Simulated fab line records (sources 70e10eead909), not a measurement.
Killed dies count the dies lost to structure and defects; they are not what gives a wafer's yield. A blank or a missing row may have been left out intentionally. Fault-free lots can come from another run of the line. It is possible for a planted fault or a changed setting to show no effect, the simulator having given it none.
A struck lot beside a sound one    flow nand_harc    15 steps out of a route of 1302
Sound: wafers L740.1, L740.2, L740.6. Wafers L754.2, L754.4, L754.6 were the ones struck. The cause is named last.
For every step that has rows: the tool of each side, followed by ch and its chambers, followed by its first start. Under that, the readings that differ: sound wafers    struck wafers    difference of the means    sigmas: that difference in standard deviations of wafers without a fault.
alike: a reading whose means differ by less than 2 such deviations, as well as words and numbers matching on both sides. not compared: withheld readings; readings where some wafer has no value; bounds like >300 that might hide an equal value; numbers whose values overlap and for which the record gives no deviation.
A row with sigmas, a row that says differs or no value, or rows on one side alone: a step with any of these is where the two part. When numbers do not overlap yet have no deviation, they are printed without sigmas and do not part them. A reading that every wafer of one side lacks parts them only if that side has two wafers or more.

first, 8 steps without rows for these wafers: NHARC_A_CONTACT_COAT_61 (time 75 s); NHARC_A_CONTACT_COAT_62 (time 65 s); NHARC_A_CONTACT_COAT_63 (resist thk 90 nm); NHARC_A_CONTACT_SOFTBAKE_64 (time 55 s); NHARC_A_CONTACT_EBR_65; NHARC_A_CONTACT_EXPOSE_66 (exposes mask A CC 2); NHARC_A_CONTACT_PEB_67 (peb time 65 s); NHARC_A_CONTACT_DEVELOP_68 (develop time 35 s).
NHARC_A_CONTACT_CD_MEAS_69: target cd 300 nm.
  sound on cd_sem-02 ch 0, day 23 10:51; struck on cd_sem-02 ch 0, day 29 11:10
  alike: cd_nm
NHARC_A_CONTACT_OVL_MEAS_70:
  sound on overlay-01, day 23 10:56; struck on overlay-02, day 29 11:15
  alike: overlay_x_nm, overlay_y_nm
NHARC_A_CONTACT_INSPECT_71:
  sound on defect_inspect-02, day 23 10:58; struck on defect_inspect-01, day 29 11:17
  alike: raw_defect_count
NHARC_A_CONTACT_DESCUM_74: chemistry O2, time 3 s.
  sound on rie_diel-07 ch 0,1,3, day 23 11:10; struck on rie_diel-10 ch 0,3, day 29 11:21
  alike: drypump_motor_current_A, oes_product_au, rf_vpp_V, showerhead_plenum_p_Torr, throttle_valve_pct
  not compared: rf_hours_counter_h
NHARC_A_CONTACT_ETCH_75: etches the open film in CF4, target depth 39 nm, time 65 s.
  sound on rie_diel-07 ch 0,2,3, day 23 11:15; struck on rie_diel-10 ch 0,1,3, day 29 11:26
reading           sound                 struck          difference                     sigmas
bias_w (W)        100.13 100.04 100.60  - - -           no value on the struck wafers  
run_length_s (s)  86.1 85.7 86.6        72.3 71.5 71.2  -14.5                          -36
  alike: drypump_motor_current_A, oes_product_au, rf_vpp_V, showerhead_plenum_p_Torr, throttle_valve_pct
  not compared: rf_hours_counter_h
NHARC_A_CONTACT_ETCH_76: etches the open film in N2/H2, target depth 260 nm, time 475.3 s.
  sound: rie_diel-07 ch 1,2,3; struck: rie_diel-10 ch 0,2
  alike: bias_w, drypump_motor_current_A, h2_flow_sccm, oes_product_au, rf_vpp_V, run_length_s, showerhead_plenum_p_Torr, throttle_valve_pct
  not compared: rf_hours_counter_h
following that, these wafers have no rows for 1 step: NHARC_END_SORT_01.

## WHERE THEY PART
NHARC_A_CONTACT_ETCH_75 only, going by this record. Later steps at which nothing parts them and some readings are alike: NHARC_A_CONTACT_ETCH_76.

WHY: whatever the simulator had introduced
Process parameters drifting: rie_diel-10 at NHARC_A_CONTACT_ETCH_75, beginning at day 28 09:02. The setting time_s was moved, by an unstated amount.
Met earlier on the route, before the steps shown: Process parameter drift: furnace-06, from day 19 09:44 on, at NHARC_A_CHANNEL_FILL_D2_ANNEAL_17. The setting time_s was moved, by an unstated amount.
